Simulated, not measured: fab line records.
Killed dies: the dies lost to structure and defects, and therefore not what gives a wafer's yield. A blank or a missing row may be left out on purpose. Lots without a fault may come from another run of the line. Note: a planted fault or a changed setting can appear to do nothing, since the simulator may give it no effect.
Matching of chambers    flow nand_harc    rie_diel-08 running NHARC_A_CONTACT_ETCH_48: 4 sister chambers
The step etches the open film in CF4, target depth 39 nm, time 65 s. 4 wafers are shown with their chamber, then 7 later ones without.

== EACH WAFER AND ITS CHAMBER ==
wafer   chamber  showerhead_plenum_p_Torr (Torr)
L077.5  0        1.89
L078.6  3        1.80
L090.2  1        1.76
L090.4  2        1.75

== WAFERS WITH NO CHAMBER GIVEN ==
wafer   showerhead_plenum_p_Torr (Torr)
L090.5  1.79
L093.1  1.75
L093.2  1.76
L093.5  1.78
L096.1  1.75
L096.4  1.76
L096.6  1.78

== THE CHAMBER EACH PASSED THROUGH ==
wafer   from the rows above           in truth
L090.5  can't be placed: 3 or 1       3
L093.1  can't be placed: 2 or 1       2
L093.2  can't be placed: 1 or 2       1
L093.5  can't be placed: 1 or 3 or 2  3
L096.1  can't be placed: 2 or 1       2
L096.4  can't be placed: 1 or 2       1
L096.6  can't be placed: 1 or 3 or 2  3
Correct placement for 0 of the 7. Cannot be placed on the basis of these rows: 7; the candidates contain the true chamber in 7. 0 placed wrongly.
How it was worked out, from the rows above alone: a wafer's distance from a chamber is the root of the sum, over the readings, of the square of ((its reading less the chamber's mean) divided by the reading's scatter). The wafer belongs to the nearest chamber; if the next one is less than 2 further off, it can't be placed. The mean given for a chamber averages the wafers shown for that chamber. The scatter: root of mean squared gap, hidden wafer to nearest shown wafer, with one shown wafer a chamber.
